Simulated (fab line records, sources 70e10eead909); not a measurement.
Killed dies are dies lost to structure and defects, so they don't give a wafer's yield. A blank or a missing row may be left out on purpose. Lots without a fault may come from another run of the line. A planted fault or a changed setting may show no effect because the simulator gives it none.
fab line records | flow nand_harc
record lots=6 wafers=18 last_day=33
route steps=1302 shown A_DECK1_JOINT@530 END@1302
lots that met no fault: from a run of the same line without faults
start_h: hours from the record's first day to the start of the lot's first wafer shown | wait_h: hours since the lot's step before | " the same as in the row above | L1.1+2: a row that stands for several wafers | - no value, or no start given | * or withheld: withheld | < > ~ a bound
route shown NAME@n: a module of which the file shows steps, and the number in the route of the first | usual: mean/standard deviation of fault-free wafers | same: alike in all rows | chamber/n: place in a boat | sites: the reading at each site | _std_site: their standard deviation | _edge_site: outer sites' mean less inner sites' | radius_mm: how far each site lies from the wafer's centre | mask NAME#n: copy n | behind: the tool/chamber that last shaped the wafer | hold: why the lot was held/for how many hours/how that ended | device: the transistor (n, p or np) that didn't switch | end of line: the same wafers' tests at the end of the route | a step without rows: its recipe alone | killed: dies lost to structure and defects at the first sort, not the wafer's yield | map: a wafer's dies, x killed, . not, _ none there
set.NAME: the setting as run; set.NAME@STEP: as run at that earlier step | model.NAME: the simulator's own value behind a step, which no gauge read
lots at some steps of the route; a table a step, a row a wafer
services: from which hour (start_h, from the record's first day; less than 0 if before it) a tool's chamber was out of use, for how many hours, and why
## steps
# step NHARC_A_DECK1_JOINT_ETCHBACK_00
# recipe target_depth_a=300 time_s=17.4 hbr_flow_sccm=150 rf_w=350 icp_w=350 bias_w=60 chemistry=HBr
# usual drypump_motor_current_A=5.7/0.45 oes_product_au=1.001/0.014 throttle_valve_pct=23.266/0.0096
# columns lot.wafer tool chamber start_h wait_h drypump_motor_current_A oes_product_au rf_hours_counter_h throttle_valve_pct
L158.1 rie_si-01 2 261.25 0.1 6.0 1.001 0.4 23.264
L158.2 " 3 " " 5.9 0.994 0.4 23.247
L158.6 " 2 " " 6.0 0.994 - 23.266
L167.2 rie_si-03 2 350.13 0.1 5.4 1.007 0.2 23.266
L167.1 " 3 " " 5.1 0.990 0.7 23.279
L167.6 " 3 " " 5.1 1.001 - 23.267
L168.3 rie_si-01 3 356.88 0.1 5.9 1.000 0.6 23.265
L168.2 " 1 " " 6.3 1.021 0.8 23.262
L168.5 " 3 " " 5.9 0.986 - 23.268
L174.1 rie_si-04 2 413.74 0.1 5.3 0.997 0.5 23.276
L174.3 " 0 " " 5.2 0.992 0.4 23.266
L174.5 " 0 " " 5.2 0.987 - 23.251
L178.1 rie_si-03 1 476.55 0.1 5.0 0.988 0.1 23.264
L178.6 " 3 " " 5.1 1.004 - 23.270
L178.5 " 0 " " 6.0 1.013 - 23.274
L180.4 rie_si-01 0 476.55 0.1 5.7 1.004 0.7 23.269
L180.6 " 2 " " 6.0 1.012 - 23.264
L180.5 " 3 " " 6.0 0.986 - 23.256
# step NHARC_A_DECK1_JOINT_PRECLEAN_30
# recipe time_s=* temp_c=50 bath_age_min=0 chemistry=SC1
# step NHARC_A_DECK1_JOINT_SRD_31
# step NHARC_A_DECK1_JOINT_CVD_34
# recipe target_thk_a=200 temp_c=700 pressure_mtorr=300 material=SiNx
# step NHARC_A_DECK1_JOINT_DEP_06
# recipe target_thk_a=800 temp_c=65 material=SiOx
# step NHARC_A_DECK1_JOINT_CURE_26
# recipe temp_c=150 time_s=32 pressure_atm=0.395
# step NHARC_A_DECK1_JOINT_ANNEAL_27
# recipe temp_c=400 time_s=3600 idle_temp_c=300 ramp_up_c_per_min=10 densification_p_h2o_torr=640
# step NHARC_A_DECK1_JOINT_ANNEAL_28
# recipe temp_c=500 time_s=1800 idle_temp_c=400 ramp_up_c_per_min=10 densification_p_h2o_torr=640
# step NHARC_A_DECK1_JOINT_ANNEAL_29
# recipe temp_c=750 time_s=1800 idle_temp_c=500 ramp_up_c_per_min=10 ramp_down_c_per_min=3
# step NHARC_A_DECK1_JOINT_CMP_02
# recipe material=SiOx
# usual motor_current_A=12.9/1
# columns lot.wafer tool chamber start_h wait_h motor_current_A
L158.1 cmp-03 1 291.80 0.4 13.9
L158.2 " 2 " " 13.6
L158.6 " 3 " " 11.3
L167.2 cmp-02 2 372.76 0.4 13.5
L167.1 " 1 " " 12.5
L167.6 " 3 " " 12.8
L168.2 cmp-03 0 383.82 0.4 12.1
L168.3 " 1 " " 14.4
L168.5 " 1 " " 14.6
L174.3 cmp-02 1 434.68 0.4 11.8
L174.1 " 2 " " 13.0
L174.5 " 0 " " 14.1
L178.1 cmp-02 2 497.04 0.4 13.0
L178.6 " 2 " " 13.0
L178.5 " 3 " " 12.4
L180.4 cmp-04 0 497.07 0.4 11.1
L180.6 " 3 " " 12.5
L180.5 " 0 " " 11.1
# step NHARC_A_DECK1_JOINT_SRD_15
# step NHARC_A_DECK1_JOINT_DEP_16
# recipe target_thk_a=450 temp_c=400 pressure_torr=6.5 rf_w=900 teos_flow_sccm=161.4 flow_sccm=2650 target_thk_nm=45 gas=O2 material=SiO2
# usual heater_power_w=563/100 throttle_valve_pct=16.0/0.69
# columns lot.wafer tool chamber start_h wait_h heater_power_w throttle_valve_pct
L158.1 pecvd-04 1 292.14 0.1 695 15.7
L158.2 " 2 " " 430 15.9
L158.6 " 1 " " 693 16.0
L167.2 pecvd-02 2 373.18 0.1 509 17.4
L167.1 " 0 " " 558 16.7
L167.6 " 0 " " 546 16.1
L168.2 pecvd-02 1 384.20 0.1 643 16.1
L168.3 " 2 " " 503 17.3
L168.5 " 1 " " 642 16.0
L174.1 pecvd-03 1 435.02 0.1 374 14.8
L174.3 " 2 " " 557 16.6
L174.5 " 1 " " 372 14.4
L178.1 pecvd-02 1 497.68 0.3 663 16.4
L178.5 " 2 " " 503 16.8
L178.6 " 0 " " 449 16.4
L180.4 pecvd-03 1 497.81 0.5 407 14.9
L180.6 " 2 " " 625 16.6
L180.5 " 1 " " 407 14.7
# step NHARC_A_DECK1_JOINT_THK_MEAS_17
# recipe thk_meas_gauge=ellipsometry
# usual thk_nm=45.2/1.3
# columns lot.wafer tool chamber start_h wait_h thk_nm
L158.1 film_metro-02 - 292.42 0.3 41.7
L158.2 " - " " 45.0
L158.6 " - " " 45.1
L167.1 film_metro-01 - 373.43 0.2 36.4
L167.2 " - " " 37.4
L167.6 " - " " 36.0
L168.2 film_metro-01 - 384.48 0.3 35.8
L168.3 " - " " 37.4
L168.5 " - " " 36.0
L174.1 film_metro-02 - 435.30 0.3 43.6
L174.3 " - " " 43.9
L174.5 " - " " 46.5
L178.1 film_metro-02 - 497.90 0.2 44.3
L178.5 " - " " 45.4
L178.6 " - " " 45.6
L180.4 film_metro-02 - 498.05 0.2 47.5
L180.5 " - " " 46.3
L180.6 " - " " 44.7
# step NHARC_A_DECK1_JOINT_INSPECT_05
# usual raw_defect_count=294/96
# columns lot.wafer tool chamber start_h wait_h raw_defect_count
L158.1 defect_inspect-01 - 292.45 0.0 335
L158.2 " - " " 470
L158.6 " - " " 463
L167.1 defect_inspect-01 - 373.46 0.0 220
L167.2 " - " " 227
L167.6 " - " " 278
L168.2 defect_inspect-02 - 384.52 0.0 198
L168.3 " - " " 139
L168.5 " - " " 267
L174.1 defect_inspect-02 - 435.33 0.0 412
L174.3 " - " " 227
L174.5 " - " " 197
L178.1 defect_inspect-02 - 497.94 0.0 338
L178.5 " - " " 241
L178.6 " - " " 303
L180.4 defect_inspect-02 - 498.08 0.0 181
L180.5 " - " " 379
L180.6 " - " " 317
# step NHARC_END_SORT_01
# recipe temp_c=25
# usual killed_at_array=52/16 killed_at_other=0.8/0.98 killed_at_periphery=4.2/2.9 killed_dies=57/16 killed_open=3.3/1.9 killed_short=2.5/1.5
# same gross_dies=677
# columns lot.wafer tool chamber start_h wait_h killed_at_array killed_at_other killed_at_periphery killed_dies killed_open killed_short
L158.1 prober-01 0 579.82 2.5 65 0 3 68 4 1
L158.2 prober-01 0 580.61 2.8 60 1 5 66 3 4
L158.6 prober-01 0 583.77 4.0 77 0 5 82 4 4
L168.2 prober-02 0 671.90 2.8 55 0 8 63 7 5
L168.3 prober-02 0 672.70 3.1 65 1 5 71 4 2
L168.5 prober-02 0 674.29 3.7 37 1 8 46 5 3
# killed by level:class
L158.1 A_CHANNEL_HOLE_D1:chamber_film_flake=28 A_SLIT:chamber_film_flake=18 A_CONTACT:chamber_film_flake=7 A_CHANNEL_HOLE_D2:chamber_film_flake=5 P_M0:chamber_film_flake=3 A_ONON_D2:geometric_particle:open=2 A_ONON_D1:geometric_particle:open=1 A_DECK1_JOINT:geometric_particle:short=1
L158.2 A_SLIT:chamber_film_flake=25 A_CHANNEL_HOLE_D1:chamber_film_flake=16 A_CHANNEL_HOLE_D2:chamber_film_flake=4 A_WL_FILL:chamber_film_flake=3 A_CONTACT:chamber_film_flake=3 A_DECK1_JOINT:chamber_film_flake=2 P_M0:chamber_film_flake=2 A_STAIRCASE:chamber_film_flake=2
L158.6 A_CHANNEL_HOLE_D1:chamber_film_flake=32 A_SLIT:chamber_film_flake=28 A_CHANNEL_HOLE_D2:chamber_film_flake=4 A_CONTACT:chamber_film_flake=4 P_M0:chamber_film_flake=3 A_CHANNEL_FILL_D2:geometric_particle:short=2 A_WL_FILL:chamber_film_flake=2 P_M2:geometric_particle:open=1
L168.2 A_SLIT:chamber_film_flake=19 A_CHANNEL_HOLE_D2:chamber_film_flake=17 P_STI:chamber_film_flake=4 A_CHANNEL_HOLE_D1:chamber_film_flake=3 A_ONON_D2:geometric_particle:short=2 A_M0:geometric_particle:open=2 A_WL_FILL:chamber_film_flake=2 P_M0:geometric_particle:short=1
L168.3 A_SLIT:chamber_film_flake=33 A_CHANNEL_HOLE_D2:chamber_film_flake=10 A_CHANNEL_HOLE_D1:chamber_film_flake=7 A_CHANNEL_FILL_D1:chamber_film_flake=5 P_STI:chamber_film_flake=3 A_M0:geometric_particle:open=2 A_STAIRCASE:chamber_film_flake=2 P_STI:geometric_particle:short=1
L168.5 A_SLIT:chamber_film_flake=19 A_CHANNEL_HOLE_D2:chamber_film_flake=7 A_CHANNEL_HOLE_D1:chamber_film_flake=3 P_GATE:geometric_particle:open=2 P_CONTACT:geometric_particle:open=2 A_CHANNEL_FILL_D2:geometric_particle:short=2 P_STI:chamber_film_flake=2 A_CHANNEL_FILL_D1:chamber_film_flake=2
## services
# columns tool chamber start_h hours kind
rie_si-03 - 238.48 0.2 repair
rie_si-03 - 241.94 0.7 repair
pecvd-02 0 252.26 7.8 repair
cmp-03 - 260.00 4.0 pm
pecvd-03 - 261.61 1.1 repair
rie_si-03 - 266.98 9.0 pm
cmp-02 - 273.18 1.9 repair
rie_si-01 - 274.84 66.8 repair
cmp-03 - 277.39 0.3 repair
rie_si-03 2 285.17 33.1 repair
cmp-03 - 297.15 1.6 repair
cmp-02 - 298.16 1.9 repair
pecvd-02 2 307.23 16.9 repair
rie_si-03 3 309.40 6.4 repair
cmp-02 - 320.92 0.5 repair
cmp-02 - 330.60 4.0 pm
pecvd-02 - 352.64 0.5 repair
rie_si-01 3 359.35 6.6 repair
rie_si-01 - 370.00 9.0 pm
pecvd-02 - 408.03 13.0 pm
cmp-02 - 428.60 4.0 pm
pecvd-02 - 430.37 0.3 repair
cmp-02 - 465.67 1.7 repair
rie_si-01 1 483.65 3.4 repair
## key
first_sign step=NHARC_A_DECK1_JOINT_THK_MEAS_17 reading=thk_nm direction=down sigmas=6.9 usual=45.2 struck=36.5
effect none on later readings
met_at NHARC_A_DECK1_JOINT_DEP_16
struck_wafers L167.1,L167.2,L167.6,L168.2,L168.3,L168.5
tester_left_out L167,L168
fault kind=process_parameter_drift tool=pecvd-02 chamber=- onset_h=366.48 steps=NHARC_A_DECK1_JOINT_DEP_16 channel=target_thk_nm offset=-9.708 shape=step end_h=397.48 acts_in=these_recipes_only stated=45
# tester_left_out: of these lots the tester's yield and bins aren't shown, on N5 and GAA mostly nor the transistor test; their killed dies are dies lost to structure and defects alone, not to doping, threshold or leakage, so they don't give the yield
